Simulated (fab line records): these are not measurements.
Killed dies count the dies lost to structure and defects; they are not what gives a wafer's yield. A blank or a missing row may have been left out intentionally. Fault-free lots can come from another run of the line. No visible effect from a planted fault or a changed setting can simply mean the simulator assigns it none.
Struck lot and sound lot, side by side + flow n5 finfet + 25 steps out of a route of 1938
Sound: the wafers L601.1, L601.3, L601.6. Wafers L590.1, L590.2, L590.4 were the ones struck. At the end, the cause is stated.
For every step that has rows: the tool of each side, followed by ch and its chambers, followed by its first start. Under that, the readings that differ: sound wafers + struck wafers + difference of the means + sigmas: that difference in standard deviations of wafers without a fault.
alike: words and numbers the same on both sides, and readings whose means are apart by under 2 such deviations; not compared: readings that were withheld, readings missing a value for some wafer, numbers with overlapping values and no deviation given by the record, and bounds like >300 which may hide the same value.
A row with sigmas, a row that says differs or no value, or rows on one side alone: a step with any of these is where the two part. Numbers that have no deviation but don't overlap get no sigmas and don't part them. A reading missing from all wafers of one side parts the sides only when that side holds two or more wafers.

first, 1 step without rows for these wafers: N5_FIN_SAQP_SRD_01 (time 30 s).
N5_FIN_SAQP_ALD_61: deposits SiO2, target thk 4 nm, pulse time 1 s, purge time 2 s.
  sound on ald sin-04 ch 0,2,3, day 6 10:44; struck on ald sin-02 ch 0,1,3, day 3 15:12
  alike: heater power w, precursor pulse height rel
N5_FIN_SAQP_DENSIFY_62: time 60 s.
  sound on rtp anneal-01 ch 0, day 6 10:56; struck on rtp anneal-01 ch 0, day 3 15:44
  alike: lamp power pct, wafer_temp_C_max
N5_FIN_SAQP_HM_DEP_03: deposits SiNx from SiH4/NH3/N2, target thk 38 nm, time 33.6 s.
  sound on pecvd-03 ch 0,1,2, day 6 11:08; struck on pecvd-01 ch 0,2, day 3 15:57
  alike: heater power w, showerhead plenum p Torr, showerhead vpp V, throttle valve pct
N5_FIN_SAQP_THK_MEAS_05:
  sound: film metro-02 at day 6 11:14; struck: film metro-02 at day 3 16:02
  alike: thk nm
then, 1 step without rows for these wafers: N5_FIN_SAQP_PECVD_47 (deposits a-Si from SiH4/He, target thk 45 nm, time 36.3 s).
N5_FIN_SAQP_PECVD_48: deposits SiNx from SiH4/NH3/N2, target thk 25 nm, time 22.1 s.
  sound on pecvd-01 ch 1,2, day 6 11:19; struck on pecvd-03 ch 1,2, day 3 16:07
  alike: heater power w, showerhead plenum p Torr, showerhead vpp V, throttle valve pct
then, 1 step without rows for these wafers: N5_FIN_SAQP_PECVD_06 (deposits a-Si from SiH4/He, target thk 60 nm, time 48.1 s).
N5_FIN_SAQP_THK_MEAS_07:
  sound: film metro-01 at day 6 11:26; struck: film metro-02 at day 3 16:14
  alike: thk nm
N5_FIN_SAQP_HM_DEP_72: deposits SiO2 from SiH4/N2O, target thk 12 nm, time 7.2 s.
  sound on pecvd-03 ch 0,2, day 6 11:28; struck on pecvd-01 ch 0,1,2, day 3 16:17
  alike: heater power w, showerhead plenum p Torr, showerhead vpp V
then, 2 steps without rows for these wafers: N5_FIN_SAQP_COAT_49 (time 60 s, resist thk 100 nm); N5_FIN_SAQP_COAT_50 (time 60 s, resist thk 35 nm).
N5_FIN_SAQP_COAT_10: resist thk 90 nm.
  sound on litho track-04 ch 0, day 6 11:34; struck on litho track-05 ch 0, day 3 16:22
| reading                                       | sound                | struck               | difference | sigmas      |
|-----------------------------------------------|----------------------|----------------------|------------|-------------|
| spin speed rpm (rpm)                          | 1501.8 1500.0 1499.8 | 1592.6 1590.2 1590.8 | +90.7      | +99 or more |
| model.CAR-ArF_of_FIN_SAQP_COAT_10.thk nm (nm) | 90.92 90.39 90.62    | 87.29 87.52 87.43    | -3.23      |             |
then, 5 steps without rows for these wafers: N5_FIN_SAQP_EBR_12; N5_FIN_SAQP_SOFTBAKE_11 (time 60 s); N5_FIN_SAQP_EXPOSE_13 (exposes mask FIN CORE, target cd 35.6 nm); N5_FIN_SAQP_PEB_14 (peb time 60 s); N5_FIN_SAQP_DEVELOP_15 (develop time 30 s).
N5_FIN_SAQP_CD_MEAS_16: the cd target is 35.6 nm.
  sound on cd sem-01 ch 0, day 6 11:48; struck on cd sem-02 ch 0, day 3 16:36
| reading    | sound          | struck         | difference | sigmas |
|------------|----------------|----------------|------------|--------|
| cd nm (nm) | 35.6 36.0 35.5 | 35.1 35.0 35.0 | -0.7       | -2     |
N5_FIN_SAQP_OVL_MEAS_17:
  sound on overlay-01 ch 0, day 6 11:50; struck on overlay-02 ch 0, day 3 16:38
  alike: FIN_CORE_OVL
N5_FIN_SAQP_INSPECT_18: inspects for defects (brightfield).
  sound: defect inspect-02 at day 6 11:52; struck: defect inspect-02 at day 3 16:40
  alike: raw defect count
then, 1 step without rows for these wafers: N5_FIN_SAQP_DESCUM_21 (chemistry O2, time 7.9 s).
N5_FIN_SAQP_ETCH_51: etches SiARC in CF4, target depth 45.5 nm, time 75.8 s.
  sound on rie diel-04 ch 0,1, day 6 12:02; struck on rie diel-06 ch 2,3, day 3 17:05
| reading                                       | sound            | struck            | difference | sigmas |
|-----------------------------------------------|------------------|-------------------|------------|--------|
| model.CAR-ArF_of_FIN_SAQP_COAT_10.thk nm (nm) | 51.8 51.29 51.48 | 48.28 48.58 48.56 | -3.05      |        |
  alike: chamber pressure mTorr, drypump motor current A, etch rf on time s, oes product au, rf vpp V, showerhead plenum p Torr, throttle valve pct
  not compared: rf hours counter h
then, 1 step without rows for these wafers: N5_FIN_SAQP_ETCH_52 (etches SOC in N2/H2, target depth 100 nm, overetch 20 nm, time 150 s).
-- a jump in the record: the struck wafers' starts before and after are 6 days apart (it breaks off in module FIN_SAQP and resumes in module BEOL_M4, where the first step shown is number 1111 of the route) --
N5_BEOL_M4_RC_MEAS_101:
  sound on prober-02 ch 0, day 12 19:27; struck on prober-01 ch 0, day 9 22:14
  alike: DIBL_N, DIBL_P, IOFF_N, IOFF_P, ION_N, ION_P, SS_N, SS_P, VT_N, VT_P

## WHERE THEY PART
At N5_FIN_SAQP_COAT_10 first; at N5_FIN_SAQP_CD_MEAS_16 last (within this record only). Later steps at which nothing parts them and some readings are alike: N5_FIN_SAQP_OVL_MEAS_17, N5_FIN_SAQP_INSPECT_18, N5_FIN_SAQP_ETCH_51, N5_BEOL_M4_RC_MEAS_101.

WHY: what the simulator had put in
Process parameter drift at N5_FIN_SAQP_COAT_10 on litho track-05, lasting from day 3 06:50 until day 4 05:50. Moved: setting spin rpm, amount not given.
